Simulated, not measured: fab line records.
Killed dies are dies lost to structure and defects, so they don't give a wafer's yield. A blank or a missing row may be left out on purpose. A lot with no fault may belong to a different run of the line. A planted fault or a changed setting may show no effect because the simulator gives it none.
Chamber matching ; flow n5Finfet ; N5_BEOL_M1_DESCUM_33 on rieDiel-02 has 4 sister chambers
The step chemistry O2, time 7 s. 16 wafers are shown with their chamber, then 8 later ones without.

== WAFERS, EACH WITH ITS CHAMBER ==
wafer;chamber;drypumpMotorCurrentA (A);showerheadPlenumPTorr (Torr);throttleValvePct (%)
L075.2;3;5.2;2.12;20.61
L075.4;0;6.1;2.13;20.10
L075.6;2;5.3;2.03;20.44
L080.1;1;6.6;2.23;20.29
L080.4;3;5.3;2.12;20.59
L080.6;2;5.3;2.03;20.44
L085.2;3;5.3;2.11;20.60
L085.3;2;5.3;2.02;20.48
L085.4;2;5.3;2.02;20.48
L086.1;3;5.3;2.11;20.62
L086.5;3;5.2;2.11;20.62
L086.6;1;6.6;2.23;20.28
L088.1;1;6.6;2.23;20.28
L088.3;3;5.2;2.11;20.63
L088.6;1;6.6;2.23;20.31
L090.3;3;5.2;2.11;20.64

SIGNATURES (averages over the wafers above)
reading;chamber 0;chamber 1;chamber 2;chamber 3;scatter within a chamber
drypumpMotorCurrentA;6.100;6.600;5.300;5.243;0.0378
showerheadPlenumPTorr;2.1300;2.2300;2.0250;2.1129;0.0045
throttleValvePct;20.1000;20.2900;20.4600;20.6157;0.0182
Rule: distance of a wafer from a chamber = root of the sum over the readings of ((wafer's reading minus chamber's mean) / reading's scatter) squared. If the next closest chamber is less than 2 further off than the closest, the wafer can't be placed; otherwise it belongs to the closest. How the scatter is found: for the shown wafers, subtract from each reading the mean of its chamber, square and add these, divide the total by (wafers less chambers), then take the root.

== WAFERS WITH NO CHAMBER GIVEN ==
wafer;drypumpMotorCurrentA (A);showerheadPlenumPTorr (Torr);throttleValvePct (%)
L090.4;6.6;2.22;20.30
L090.5;5.3;2.02;20.50
L091.1;6.6;2.22;20.31
L091.2;5.3;2.02;20.48
L091.6;6.1;2.13;19.67
L092.1;5.2;2.11;20.64
L092.2;5.3;2.02;20.50
L092.6;5.3;2.02;20.49

== THE CHAMBER EACH PASSED THROUGH ==
wafer;from the rows above;in truth
L090.4;1;1
L090.5;2;2
L091.1;1;1
L091.2;2;2
L091.6;0;0
L092.1;3;3
L092.2;2;2
L092.6;2;2
Correct placement for 8 of the 8. Not placeable from these rows: 0. Wrongly placed: 0.
